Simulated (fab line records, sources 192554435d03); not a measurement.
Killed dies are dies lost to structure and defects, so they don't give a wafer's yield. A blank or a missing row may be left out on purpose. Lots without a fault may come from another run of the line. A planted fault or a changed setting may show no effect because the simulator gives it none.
Chamber matching | flow n5_finfet | N5_BEOL_M10_DEP_56 on pecvd-03: 3 sister chambers
The step deposits SiCN from 3MS/NH3, target thk 15 nm, time 26.5 s. 6 wafers are shown with their chamber, then 8 later ones without.

WAFERS WITH THEIR CHAMBER
wafer  | chamber | throttle_valve_pct (%) | showerhead_plenum_p_Torr (Torr)
L081.2 | 1       | 9.4                    | 3.667
L081.3 | 0       | 9.1                    | 3.652
L089.2 | 2       | 9.0                    | 3.667
L089.4 | 1       | 9.7                    | 3.680
L089.5 | 0       | 8.9                    | 3.659
L091.1 | 2       | 8.6                    | 3.665

WAFERS WITHOUT THEIR CHAMBER
wafer  | throttle_valve_pct (%) | showerhead_plenum_p_Torr (Torr)
L091.5 | 9.1                    | 3.654
L091.6 | 9.5                    | 3.665
L093.2 | 8.6                    | 3.666
L093.4 | 9.1                    | 3.654
L093.6 | 9.3                    | 3.653
L092.1 | 9.3                    | 3.671
L092.3 | 9.2                    | 3.659
L092.4 | 8.7                    | 3.665

WHICH CHAMBER EACH WENT THROUGH
wafer  | from the rows above          | in truth
L091.5 | can't be placed: 0 or 2      | 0
L091.6 | can't be placed: 1 or 0 or 2 | 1
L093.2 | can't be placed: 2 or 0      | 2
L093.4 | can't be placed: 0 or 2      | 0
L093.6 | can't be placed: 0 or 2      | 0
L092.1 | can't be placed: 1 or 2 or 0 | 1
L092.3 | can't be placed: 0 or 2 or 1 | 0
L092.4 | can't be placed: 2 or 0      | 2
Placed correctly: 0 of 8. Can't be placed from these rows: 8 (the true chamber is among the candidates in 8). Placed wrongly: 0.
How it was worked out, from the rows above alone: a wafer's distance from a chamber is the root of the sum, over the readings, of the square of ((its reading less the chamber's mean) divided by the reading's scatter). The wafer belongs to the nearest chamber; if the next one is less than 2 further off, it can't be placed. A chamber's mean is the mean of its shown wafers. The scatter: the root of (the sum of the squares of (reading less its chamber's mean) over the shown wafers, divided by (wafers less chambers)).
